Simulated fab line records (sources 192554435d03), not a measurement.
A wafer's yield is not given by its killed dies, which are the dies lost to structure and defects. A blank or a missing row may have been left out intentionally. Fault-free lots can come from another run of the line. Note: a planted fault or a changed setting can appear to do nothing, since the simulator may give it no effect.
Split-lot trial || flow n5-finfet || 7 lots, 21 wafers read, on a route of 1938 steps

== THE SPLIT ==
At N5_GATE_CUT_HM_DEP_46 (deposits SiO2 from TEOS/O2, target thk 130 nm, time 26.6 s), the setting time-s was moved away from the recipe's 26.6 s on 6 of the 21 wafers read, by -12.0% to +14.9%. For the rest of the wafers, this setting stayed at what the recipe calls for.

== FROM THE SPLIT TO THE READING: what the file shows between them, 15 steps ==
- N5_GATE_CUT_EXPOSE_10: exposes mask GATE CUT, target cd 20 nm (also split here: dose-mj)
- N5_GATE_CUT_PEB_11: peb time 60 s
- N5_GATE_CUT_DEVELOP_12: develop time 30 s
- N5_GATE_CUT_CD_MEAS_13: target cd 20 nm
- N5_GATE_CUT_DESCUM_18: chemistry O2, time 7 s
- N5_GATE_CUT_ETCH_28: etches underlayer in N2/H2, target depth 13 nm, time 10.4 s
- N5_GATE_CUT_ETCH_36: etches SiARC in CF4, target depth 13 nm, time 21.7 s
- N5_GATE_CUT_ETCH_37: etches SOC in N2/H2, target depth 60 nm, overetch 12 nm, time 90 s
- N5_GATE_CUT_STRIP_38: strips in N2/H2
- N5_GATE_CUT_STRIP_39: strips in N2/H2
- N5_GATE_CUT_HM_OPEN_40: chemistry C4F6/O2, target SiO2, target depth 139 nm, time 85.1 s
- N5_GATE_CUT_STRIP_41: strips in CF4
- N5_GATE_CUT_STRIP_42: strips in O2
- N5_GATE_CUT_ALD_22: deposits SiNx, target thk 16 nm, pulse time 1 s, ald cycles 320
- N5_GATE_CUT_CMP_23: polishes, stops on SiO2, t overpolish 23.4 s, target thk 16 nm

== THE READING ==
At N5_GATE_CUT_THK_MEAS_24: GC_FILL_THK, given in nm. A value of 219.8 nm with a standard deviation of 2.7 nm is what fault-free wafers of this fab line usually give.

{"wafer": "L076.1", "tool, chamber at the split": "pecvd-04, 0", "time-s as run, s": 26.6, "against the recipe": "recipe", "GC_FILL_THK, nm": 220.2, "against lot-mates on the recipe": "-"}
{"wafer": "L076.3", "tool, chamber at the split": "pecvd-04, 1", "time-s as run, s": 26.6, "against the recipe": "recipe", "GC_FILL_THK, nm": 218.0, "against lot-mates on the recipe": "-"}
{"wafer": "L076.5", "tool, chamber at the split": "pecvd-04, 0", "time-s as run, s": 26.6, "against the recipe": "recipe", "GC_FILL_THK, nm": 223.4, "against lot-mates on the recipe": "-"}
{"wafer": "L077.2", "tool, chamber at the split": "pecvd-03, 2,1", "time-s as run, s": 26.6, "against the recipe": "recipe", "GC_FILL_THK, nm": 220.1, "against lot-mates on the recipe": "-"}
{"wafer": "L077.3", "tool, chamber at the split": "pecvd-03, 2,1", "time-s as run, s": 26.6, "against the recipe": "recipe", "GC_FILL_THK, nm": 222.0, "against lot-mates on the recipe": "-"}
{"wafer": "L077.4", "tool, chamber at the split": "pecvd-03, 2", "time-s as run, s": 30.36, "against the recipe": "+14.1%", "GC_FILL_THK, nm": 239.1, "against lot-mates on the recipe": "+18.0"}
{"wafer": "L080.1", "tool, chamber at the split": "pecvd-02, 0", "time-s as run, s": 26.6, "against the recipe": "recipe", "GC_FILL_THK, nm": 219.4, "against lot-mates on the recipe": "-"}
{"wafer": "L080.3", "tool, chamber at the split": "pecvd-02, 1", "time-s as run, s": 26.6, "against the recipe": "recipe", "GC_FILL_THK, nm": 216.3, "against lot-mates on the recipe": "-"}
{"wafer": "L080.6", "tool, chamber at the split": "pecvd-02, 2", "time-s as run, s": 26.6, "against the recipe": "recipe", "GC_FILL_THK, nm": 220.7, "against lot-mates on the recipe": "-"}
{"wafer": "L085.1", "tool, chamber at the split": "pecvd-03, 0", "time-s as run, s": 23.42, "against the recipe": "-12.0%", "GC_FILL_THK, nm": 206.1, "against lot-mates on the recipe": -12.9}
{"wafer": "L085.3", "tool, chamber at the split": "pecvd-03, 1", "time-s as run, s": 26.6, "against the recipe": "recipe", "GC_FILL_THK, nm": 219.0, "against lot-mates on the recipe": "-"}
{"wafer": "L085.6", "tool, chamber at the split": "pecvd-03, 2", "time-s as run, s": 23.42, "against the recipe": "-12.0%", "GC_FILL_THK, nm": 204.9, "against lot-mates on the recipe": -14.1}
{"wafer": "L088.2", "tool, chamber at the split": "pecvd-03, 1", "time-s as run, s": 26.6, "against the recipe": "recipe", "GC_FILL_THK, nm": 218.9, "against lot-mates on the recipe": "-"}
{"wafer": "L088.4", "tool, chamber at the split": "pecvd-03, 2", "time-s as run, s": 26.6, "against the recipe": "recipe", "GC_FILL_THK, nm": 219.3, "against lot-mates on the recipe": "-"}
{"wafer": "L088.6", "tool, chamber at the split": "pecvd-03, 0", "time-s as run, s": 26.6, "against the recipe": "recipe", "GC_FILL_THK, nm": 221.4, "against lot-mates on the recipe": "-"}
{"wafer": "L093.3", "tool, chamber at the split": "pecvd-02, 1", "time-s as run, s": 30.57, "against the recipe": "+14.9%", "GC_FILL_THK, nm": 235.5, "against lot-mates on the recipe": "+16.3"}
{"wafer": "L093.4", "tool, chamber at the split": "pecvd-02, 2", "time-s as run, s": 26.6, "against the recipe": "recipe", "GC_FILL_THK, nm": 220.0, "against lot-mates on the recipe": "-"}
{"wafer": "L093.6", "tool, chamber at the split": "pecvd-02, 1", "time-s as run, s": 26.6, "against the recipe": "recipe", "GC_FILL_THK, nm": 218.3, "against lot-mates on the recipe": "-"}
{"wafer": "L095.1", "tool, chamber at the split": "pecvd-03, 0", "time-s as run, s": 26.6, "against the recipe": "recipe", "GC_FILL_THK, nm": 219.4, "against lot-mates on the recipe": "-"}
{"wafer": "L095.2", "tool, chamber at the split": "pecvd-03, 1", "time-s as run, s": 27.67, "against the recipe": "+4.0%", "GC_FILL_THK, nm": 225.7, "against lot-mates on the recipe": "+6.3"}
{"wafer": "L095.4", "tool, chamber at the split": "pecvd-03, 0", "time-s as run, s": 27.67, "against the recipe": "+4.0%", "GC_FILL_THK, nm": 226.7, "against lot-mates on the recipe": "+7.3"}
The file does not say which wafer passed through which chamber wherever a row lists several chambers: such a row stands for several wafers.

FIT RESULTS
A straight line over all 21 wafers: GC_FILL_THK changes by +1.21 nm for each +1% of time-s; r = +0.97; the points scatter about the line by 1.7 nm.
The same after taking each lot's own level away (the mean of its wafers on the recipe; 21 wafers): +1.18 nm for each +1%; r = +0.98; scatter 1.5 nm.
According to that fit, moving time-s by its largest amount changes the reading by 18 nm.
Measured against the standard deviation above, the lots' own levels, which go from 218.80 to 221.05 nm, span 0.8 times it.
Consequently the slope shifts little with the lot-to-lot level, the two slopes agreeing.
Check: with one of the wafers moved furthest among these (+14.9%) left out of the fit, the line predicts +18.6 nm for it against its lot-mates. Against them it came out at +16.3 nm.

== OTHER SPLITS ON THESE WAFERS ==
Before the reading, these wafers also passed through other splits. Each is held against what the fit with the lots' levels taken away leaves over:
{"other split on the same wafers": "N5_HKMG_FIN_ETCH_58 source-w", "wafers away from the commonest value": 8, "r with GC_FILL_THK (lot level and that fit taken away)": "+0.15"}
{"other split on the same wafers": "N5_GATE_CUT_EXPOSE_10 dose-mj", "wafers away from the commonest value": 6, "r with GC_FILL_THK (lot level and that fit taken away)": -0.08}

== THE WHOLE CHAIN: every reading that the file lists as answering this split, in the file's order ==
{"step": "N5_GATE_CUT_HM_DEP_46", "what it does": "deposits SiO2 from TEOS/O2, target thk 130 nm, time 26.6 s", "reading": "SiO2_of_GATE_CUT_HM_DEP_46.thk-nm (the simulator's own value, which no gauge read)", "change (the file's fit)": "+1.19 nm for each +1% of the setting", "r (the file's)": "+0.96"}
{"step": "N5_GATE_CUT_HM_OPEN_40", "what it does": "chemistry C4F6/O2, target SiO2, target depth 139 nm, time 85.1 s", "reading": "etch-rf-on-time-s", "change (the file's fit)": "withheld for each +1% of the setting", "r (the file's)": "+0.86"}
{"step": "N5_GATE_CUT_HM_OPEN_40", "what it does": "chemistry C4F6/O2, target SiO2, target depth 139 nm, time 85.1 s", "reading": "etch.depth-nm (the simulator's own value, which no gauge read)", "change (the file's fit)": "+1.19 nm for each +1% of the setting", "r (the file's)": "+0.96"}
{"step": "N5_GATE_CUT_HM_OPEN_40", "what it does": "chemistry C4F6/O2, target SiO2, target depth 139 nm, time 85.1 s", "reading": "SOC_of_GATE_CUT_COAT_34.thk-nm (the simulator's own value, which no gauge read)", "change (the file's fit)": "-0.262 nm for each +1% of the setting", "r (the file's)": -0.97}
{"step": "N5_GATE_CUT_THK_MEAS_24", "what it does": "", "reading": "GC_FILL_THK", "change (the file's fit)": "+1.18 for each +1% of the setting", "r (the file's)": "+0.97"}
{"step": "N5_GATE_CUT_CMP_43", "what it does": "polishes SiO2", "reading": "SiO2_of_GATE_CUT_HM_DEP_46.thk-nm (the simulator's own value, which no gauge read)", "change (the file's fit)": "+0.0618 nm for each +1% of the setting", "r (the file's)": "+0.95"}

== THE FILE'S OWN FIT ==
GC_FILL_THK changes by +1.18 nm for each +1% of time-s, r = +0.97.
